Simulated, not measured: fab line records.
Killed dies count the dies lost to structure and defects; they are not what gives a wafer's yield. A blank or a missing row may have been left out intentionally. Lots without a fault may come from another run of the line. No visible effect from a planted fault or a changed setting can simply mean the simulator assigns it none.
Which tool is to blame?	flow n5 finfet	route of 1938 steps, sampled at 1 step: 21 lots, 63 wafers

== WHAT THE GAUGES SHOWED, per wafer ==
N5_BEOL_M0_SAQP_INSPECT_42: inspects for defects (brightfield). Usual: 291 for raw defect count, sd 90.
lot	measured	on	raw defect count	flag
L074	day 5 21:19	defect inspect-01	201 348 235	
L076	day 6 06:16	defect inspect-02	260 186 255	
L075	day 6 06:40	defect inspect-01	215 229 190	
L077	day 6 10:33	defect inspect-01	372 411 497	
L078	day 6 12:31	defect inspect-01	341 332 352	
L080	day 7 03:33	defect inspect-02	318 628 418	
L081	day 7 09:48	defect inspect-02	312 398 407	
L082	day 7 14:14	defect inspect-02	296 254 276	
L083	day 7 21:26	defect inspect-02	375 357 434	
L084	day 8 04:34	defect inspect-02	241 277 345	
L085	day 8 10:30	defect inspect-02	362 346 345	
L086	day 9 03:46	defect inspect-02	244 333 151	
L087	day 9 07:14	defect inspect-01	173 282 207	
L090	day 9 19:40	defect inspect-01	358 314 214	
L091	day 9 20:57	defect inspect-01	235 346 353	
L093	day 10 08:15	defect inspect-02	221 224 393	
L092	day 10 14:27	defect inspect-01	227 229 359	
L094	day 10 16:40	defect inspect-02	265 226 347	
L095	day 11 01:02	defect inspect-02	212 262 268	
L096	day 11 06:54	defect inspect-01	245 242 218	
L097	day 11 16:14	defect inspect-01	260 153 233	

== EACH LOT AND THE TOOL THAT RAN IT (in order: tool; ch and the chambers of the sampled wafers; start) ==
No process step before these readings appears in the record.

== AS READ BY THE TOOLS THEMSELVES (means over the sampled wafers that have a number; for cases with no such wafer, the mark the record gives instead) ==
The record holds no such reading with a usual standard deviation.

== THE ANSWER, worked out from the rows above alone ==
Rule: a lot counts as off when the mean over its wafers that have a number is more than 3 standard deviations away from the usual mean. A lot without any number at a reading at which 4 lots or more have one is off too. All remaining lots with rows at the step are treated as sound. First the gauges in route order, then the tools' own readings, where a lot's mean is used as printed above. The first step at which some lot is off is used, and at that step the reading that is off furthest; a lot without a number counts as furthest.
No lot is off at any reading shown: from this, nothing can be told.

== WHAT WAS PUT IN BY THE SIMULATOR ==
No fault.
